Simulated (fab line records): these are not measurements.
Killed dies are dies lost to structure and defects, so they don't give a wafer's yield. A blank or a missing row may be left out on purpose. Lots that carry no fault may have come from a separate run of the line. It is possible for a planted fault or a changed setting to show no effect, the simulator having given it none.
Which tool was responsible? | flow nand harc | Sampling: 12 lots, 36 wafers, 4 of 1302 route steps

WHAT THE GAUGES SHOWED, per wafer
The record lacks any reading of a measuring or inspecting step that a usual standard deviation could be used to judge.

WHICH TOOL RAN EACH LOT (tool, then ch and the chambers of the sampled wafers, then the start)
lot  | NHARC_P_GATE_DESCUM_13             | NHARC_P_GATE_STRIP_108             | NHARC_P_GATE_STRIP_112               | NHARC_P_GATE_STRIP_67
L547 | rie diel-04 ch 2,3, day 4 08:41    | rie diel-07 ch 1,2,3, day 4 23:14  | plasma asher-01 ch 0,1, day 5 12:43  | wet bench-06 ch 1,4,5, day 5 16:23
L548 | rie diel-07 ch 0,2,3, day 4 22:43  | rie diel-07 ch 0,1, day 5 13:12    | plasma asher-01 ch 0,1, day 6 02:38  | wet bench-01 ch 0,6,7, day 6 06:25
L554 | rie diel-07 ch 1,2, day 7 12:43    | rie diel-07 ch 1,2, day 8 03:19    | plasma asher-02 ch 0,1, day 8 16:53  | wet bench-06 ch 2,5,6, day 8 20:37
L555 | rie diel-07 ch 0,1,2, day 8 05:38  | rie diel-07 ch 1,3, day 9 02:08    | plasma asher-02 ch 0,1, day 9 15:34  | wet bench-06 ch 1,2,4, day 9 19:22
L562 | rie diel-04 ch 1,3, day 10 17:10   | rie diel-04 ch 0,2,3, day 11 14:35 | plasma asher-01 ch 1, day 12 04:07   | wet bench-04 ch 1,2,5, day 12 07:47
L563 | rie diel-07 ch 0,2, day 11 04:53   | rie diel-07 ch 1,2, day 12 00:14   | plasma asher-01 ch 0,1, day 12 13:26 | wet bench-06 ch 1,3,4, day 12 17:16
L564 | rie diel-12 ch 1,2, day 11 10:26   | rie diel-07 ch 1,2, day 12 04:11   | plasma asher-02 ch 0,1, day 12 17:28 | wet bench-06 ch 0,4,5, day 12 21:13
L565 | rie diel-07 ch 0,1,2, day 11 18:02 | rie diel-07 ch 0,1, day 12 09:57   | plasma asher-02 ch 0,1, day 12 23:21 | wet bench-06 ch 0,2,6, day 13 03:08
L566 | rie diel-07 ch 0,1,3, day 12 06:16 | rie diel-04 ch 0,2,3, day 12 23:11 | plasma asher-01 ch 0,1, day 13 12:35 | wet bench-06 ch 0,5,6, day 13 16:22
L567 | rie diel-04 ch 1,2, day 12 13:28   | rie diel-04 ch 1,2,3, day 13 06:25 | plasma asher-01 ch 0,1, day 13 20:02 | wet bench-06 ch 4,5,6, day 13 23:53
L569 | rie diel-04 ch 1,3, day 13 13:29   | rie diel-12 ch 1,2, day 14 13:04   | plasma asher-02 ch 0,1, day 15 02:28 | wet bench-06 ch 0,1,7, day 15 06:11
L570 | rie diel-12 ch 0,3, day 13 23:05   | rie diel-04 ch 2,3, day 14 16:29   | plasma asher-02 ch 0,1, day 15 08:01 | wet bench-06 ch 5,6,7, day 15 12:02
- NHARC_P_GATE_DESCUM_13: chemistry O2, time 3 s.
- NHARC_P_GATE_STRIP_108: strips in O2.
- NHARC_P_GATE_STRIP_112: strips in N2/H2, time 200 s.
- NHARC_P_GATE_STRIP_67: strips in SPM, time 600 s.

WHAT THE TOOLS THEMSELVES READ (means of the sampled wafers that have a number; where no wafer has one, the mark that the record gives instead)
NHARC_P_GATE_DESCUM_13. Usual: drypump motor current A 5.6 A, standard deviation 0.35; oes product au 0.996 a.u., standard deviation 0.0099; rf vpp V 57.8 V, standard deviation 0.93; showerhead plenum p Torr 1.88 Torr, standard deviation 0.081; throttle valve pct 11.310 %, standard deviation 0.0084.
lot  | tool        | drypump motor current A (A) | oes product au (a.u.) | rf vpp V (V) | showerhead plenum p Torr (Torr) | throttle valve pct (%) | flag
L547 | rie diel-04 | 5.5                         | 1.012                 | 58.2         | 1.95                            | 11.320                 |
L548 | rie diel-07 | 5.7                         | 0.993                 | 57.4         | 1.85                            | 11.308                 |
L554 | rie diel-07 | 5.5                         | 1.000                 | 58.2         | 1.96                            | 11.309                 |
L555 | rie diel-07 | 5.6                         | 0.984                 | 57.8         | 1.90                            | 11.309                 |
L562 | rie diel-04 | 5.7                         | 1.004                 | 57.4         | 1.93                            | 11.300                 |
L563 | rie diel-07 | 5.7                         | 0.983                 | 57.9         | 1.90                            | 11.310                 |
L564 | rie diel-12 | 5.8                         | 0.995                 | 56.8         | 1.80                            | 11.311                 |
L565 | rie diel-07 | 5.6                         | 0.994                 | 57.5         | 1.90                            | 11.311                 |
L566 | rie diel-07 | 5.6                         | 0.984                 | 57.6         | 1.84                            | 11.313                 |
L567 | rie diel-04 | 5.4                         | 1.004                 | 58.9         | 1.97                            | 11.316                 |
L569 | rie diel-04 | 5.6                         | 1.001                 | 58.7         | 1.95                            | 11.316                 |
L570 | rie diel-12 | 5.2                         | 0.987                 | 58.8         | 1.90                            | 11.311                 |

NHARC_P_GATE_STRIP_108. Usual: drypump motor current A 5.68 A, standard deviation 0.29; oes product au 0.999 a.u., standard deviation 0.011; rf vpp V 57.8 V, standard deviation 0.84; showerhead plenum p Torr 3.55 Torr, standard deviation 0.14; throttle valve pct 17.036 %, standard deviation 0.0097.
lot  | tool        | drypump motor current A (A) | oes product au (a.u.) | rf vpp V (V) | showerhead plenum p Torr (Torr) | throttle valve pct (%) | flag
L547 | rie diel-07 | 5.63                        | 0.990                 | 57.9         | 3.51                            | 17.031                 |
L548 | rie diel-07 | 5.57                        | 1.006                 | 57.6         | 3.42                            | 17.034                 |
L554 | rie diel-07 | 5.56                        | 0.993                 | 57.8         | 3.61                            | 17.054                 |
L555 | rie diel-07 | 5.69                        | 1.000                 | 56.6         | 3.40                            | 17.040                 |
L562 | rie diel-04 | 5.77                        | 1.004                 | 57.5         | 3.62                            | 17.044                 |
L563 | rie diel-07 | 5.58                        | 0.978                 | 57.8         | 3.60                            | 17.033                 |
L564 | rie diel-07 | 5.57                        | 0.991                 | 58.4         | 3.60                            | 17.031                 |
L565 | rie diel-07 | 5.47                        | 0.999                 | 57.8         | 3.50                            | 17.037                 |
L566 | rie diel-04 | 5.76                        | 1.001                 | 58.3         | 3.62                            | 17.040                 |
L567 | rie diel-04 | 5.59                        | 1.000                 | 58.5         | 3.59                            | 17.033                 |
L569 | rie diel-12 | 5.78                        | 1.000                 | 58.0         | 3.34                            | 17.034                 |
L570 | rie diel-04 | 5.50                        | 1.014                 | 57.1         | 3.58                            | 17.039                 |

NHARC_P_GATE_STRIP_112. Usual: drypump motor current A 6.1 A, standard deviation 0.4; heater power w 90 W, standard deviation 6.7; temp c 110.00 C, standard deviation 0.14.
lot  | tool            | drypump motor current A (A) | heater power w (W) | temp c (C) | flag
L547 | plasma asher-01 | 5.7                         | 88                 | 109.97     |
L548 | plasma asher-01 | 5.7                         | 90                 | 109.88     |
L554 | plasma asher-02 | 6.4                         | 92                 | 110.07     |
L555 | plasma asher-02 | 6.4                         | 92                 | 109.93     |
L562 | plasma asher-01 | 5.7                         | 94                 | 109.99     |
L563 | plasma asher-01 | 5.7                         | 88                 | 109.89     |
L564 | plasma asher-02 | 6.2                         | 86                 | 109.85     |
L565 | plasma asher-02 | 6.4                         | 92                 | 109.87     |
L566 | plasma asher-01 | 5.7                         | 87                 | 109.93     |
L567 | plasma asher-01 | 5.7                         | 91                 | 110.04     |
L569 | plasma asher-02 | 6.1                         | 87                 | 110.12     |
L570 | plasma asher-02 | 6.2                         | 87                 | 110.00     |

NHARC_P_GATE_STRIP_67. Usual: bath guard temp C 129.9 C, standard deviation 0.5; temp c 130.00 C, standard deviation 0.13.
lot  | tool         | bath guard temp C (C) | temp c (C) | flag
L547 | wet bench-06 | 129.8                 | 129.99     |
L548 | wet bench-01 | 129.9                 | 129.85     |
L554 | wet bench-06 | 124.9                 | 125.27     | OFF
L555 | wet bench-06 | 125.1                 | 125.40     | OFF
L562 | wet bench-04 | 130.4                 | 130.07     |
L563 | wet bench-06 | 130.0                 | 130.03     |
L564 | wet bench-06 | 130.0                 | 130.02     |
L565 | wet bench-06 | 129.8                 | 129.88     |
L566 | wet bench-06 | 129.9                 | 129.94     |
L567 | wet bench-06 | 129.5                 | 130.00     |
L569 | wet bench-06 | 130.4                 | 130.02     |
L570 | wet bench-06 | 129.7                 | 129.98     |

THE ANSWER, worked out from the rows above alone
Rule: take the mean of a lot's wafers that have a number; if it is more than 3 standard deviations from the usual mean, the lot is off. A lot without any number at a reading at which 4 lots or more have one is off too. All remaining lots with rows at the step are treated as sound. First the gauges in route order, then the tools' own readings, where a lot's mean is used as printed above. The first step at which some lot is off is used, and at that step the reading that is off furthest; a lot without a number counts as furthest.
Off: L554, L555, at NHARC_P_GATE_STRIP_67 (temp c).
If a tool, at that step or one of the process steps before it, ran each lot that is off and ran no sound lot following the first of them, it fits. Not one of the candidates tried fits.

WHAT THE SIMULATOR PUT IN
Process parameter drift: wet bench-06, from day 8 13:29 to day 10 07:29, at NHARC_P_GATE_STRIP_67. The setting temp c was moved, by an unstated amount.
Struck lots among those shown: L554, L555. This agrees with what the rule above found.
